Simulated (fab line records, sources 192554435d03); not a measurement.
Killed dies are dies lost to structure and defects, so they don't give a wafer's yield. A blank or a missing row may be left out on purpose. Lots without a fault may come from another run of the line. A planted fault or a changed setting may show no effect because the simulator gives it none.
Split-lot experiment | flow n5_finfet | 7 lots, 39 wafers read, on a route of 1938 steps

THE SPLIT
At N5_FIN_CUT_CUT_ETCH_15 (etches Si in HBr/Cl2/O2, target depth 100 nm, bt time 10 s, time 42.4 s), the setting time_s was moved away from the recipe's 42.4 s on 15 of the 39 wafers read, by -48.7% to +28.6%. The other wafers ran this setting at the recipe's value.

The reading is taken at the split's own step.

THE READING
SOC_of_FIN_CUT_COAT_18.thk_nm (the simulator's own value, which no gauge read), in nm, at N5_FIN_CUT_CUT_ETCH_15 (etches Si in HBr/Cl2/O2, target depth 100 nm, bt time 10 s, time 42.4 s). The file gives no usual value for it. The 24 wafers here that ran the recipe average 170.1 nm, standard deviation 0.73 nm.

wafer  | tool, chamber at the split | time_s as run, s | against the recipe | SOC_of_FIN_CUT_COAT_18.thk_nm, nm | against lot-mates on the recipe
L074.1 | rie_si-06, 3               | 42.4             | recipe             | 170.8                             | -
L074.2 | rie_si-06, 2               | 42.4             | recipe             | 170.6                             | -
L074.3 | rie_si-06, 0               | 42.4             | recipe             | 170.8                             | -
L074.4 | rie_si-06, 1               | 42.4             | recipe             | 169.6                             | -
L074.5 | rie_si-06, 0               | 42.4             | recipe             | 169.4                             | -
L074.6 | rie_si-06, 3               | 42.4             | recipe             | 170.2                             | -
L083.1 | rie_si-01, 3               | 42.4             | recipe             | 169.6                             | -
L083.2 | rie_si-01, 2               | 42.4             | recipe             | 169.4                             | -
L083.3 | rie_si-01, 1               | 54.52            | +28.6%             | 159.2                             | -10.2
L083.4 | rie_si-01, 0               | 54.52            | +28.6%             | 159.2                             | -10.2
L083.5 | rie_si-01, 1               | 42.4             | recipe             | 169.2                             | -
L083.6 | rie_si-01, 2               | 54.52            | +28.6%             | 159.6                             | -9.8
L084.1 | rie_si-06, 1               | 21.73            | -48.7%             | 186.2                             | +16.7
L084.2 | rie_si-06, 2               | 42.4             | recipe             | 170                               | -
L084.3 | rie_si-06, 0               | 21.73            | -48.7%             | 188                               | +18.5
L084.4 | rie_si-06, 1               | 42.4             | recipe             | 168.8                             | -
L084.5 | rie_si-06, 0               | 21.73            | -48.7%             | 189                               | +19.5
L084.6 | rie_si-06, 2               | 42.4             | recipe             | 169.8                             | -
L085.1 | rie_si-03, 0               | 42.4             | recipe             | 169.8                             | -
L085.2 | rie_si-03, 3               | 32.13            | -24.2%             | 180.6                             | +9.7
L085.3 | rie_si-03, 2               | 32.13            | -24.2%             | 180.4                             | +9.5
L085.4 | rie_si-03, 1               | 32.13            | -24.2%             | 180                               | +9.1
L085.5 | rie_si-03, 2               | 42.4             | recipe             | 171.2                             | -
L085.6 | rie_si-03, 3               | 42.4             | recipe             | 171.8                             | -
L087.1 | rie_si-01, 2               | 53.53            | +26.3%             | 160.6                             | -9.3
L087.2 | rie_si-01, 0               | 53.53            | +26.3%             | 161                               | -8.9
L087.3 | rie_si-01, 1               | 42.4             | recipe             | 170.4                             | -
L087.4 | rie_si-01, 3               | 42.4             | recipe             | 170.4                             | -
L087.5 | rie_si-01, 1               | 42.4             | recipe             | 169                               | -
L087.6 | rie_si-01, 0               | 53.53            | +26.3%             | 161                               | -8.9
L090.2 | rie_si-06, 2               | 42.4             | recipe             | 170.6                             | -
L090.3 | rie_si-06, 0               | 42.4             | recipe             | 169.6                             | -
L090.5 | rie_si-06, 2               | 42.4             | recipe             | 171                               | -
L094.1 | rie_si-01, 1               | 42.4             | recipe             | 169.4                             | -
L094.2 | rie_si-01, 0               | 42.4             | recipe             | 170.6                             | -
L094.3 | rie_si-01, 3               | 26.45            | -37.6%             | 185                               | +14.9
L094.4 | rie_si-01, 2               | 26.45            | -37.6%             | 184.8                             | +14.7
L094.5 | rie_si-01, 0               | 42.4             | recipe             | 170.2                             | -
L094.6 | rie_si-01, 1               | 26.45            | -37.6%             | 183.8                             | +13.7

THE FIT
A straight line over all 39 wafers: SOC_of_FIN_CUT_COAT_18.thk_nm changes by -0.373 nm for each +1% of time_s; r = -0.99; the points scatter about the line by 0.81 nm.
The same after taking each lot's own level away (the mean of its wafers on the recipe; 39 wafers): -0.37 nm for each +1%; r = -1.00; scatter 0.65 nm.
On that fit, the largest move of time_s shifts the reading by 18 nm.
The lots' own levels span 169.40 to 170.93 nm, that is 2.1 times the standard deviation above.
So the lot-to-lot level changes the slope little: the two slopes agree.
Check: with one of the wafers moved furthest among these (-48.7%) left out of the fit, the line predicts +18.5 nm for it against its lot-mates. It came out at +16.7 nm against them.

THE WHOLE CHAIN: every reading that the file lists as answering this split, in the file's order
step                   | what it does                                                            | reading                                                                        | change (the file's fit)               | r (the file's)
N5_FIN_CUT_CUT_ETCH_15 | etches Si in HBr/Cl2/O2, target depth 100 nm, bt time 10 s, time 42.4 s | etch.depth_nm (the simulator's own value, which no gauge read)                 | +0.988 nm for each +1% of the setting | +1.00
N5_FIN_CUT_CUT_ETCH_15 | etches Si in HBr/Cl2/O2, target depth 100 nm, bt time 10 s, time 42.4 s | FIN_CUT.feature_depth_nm (the simulator's own value, which no gauge read)      | +0.989 nm for each +1% of the setting | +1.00
N5_FIN_CUT_CUT_ETCH_15 | etches Si in HBr/Cl2/O2, target depth 100 nm, bt time 10 s, time 42.4 s | SOC_of_FIN_CUT_COAT_18.thk_nm (the simulator's own value, which no gauge read) | -0.371 nm for each +1% of the setting | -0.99

THE FILE'S OWN FIT
SOC_of_FIN_CUT_COAT_18.thk_nm changes by -0.371 nm for each +1% of time_s, r = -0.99.
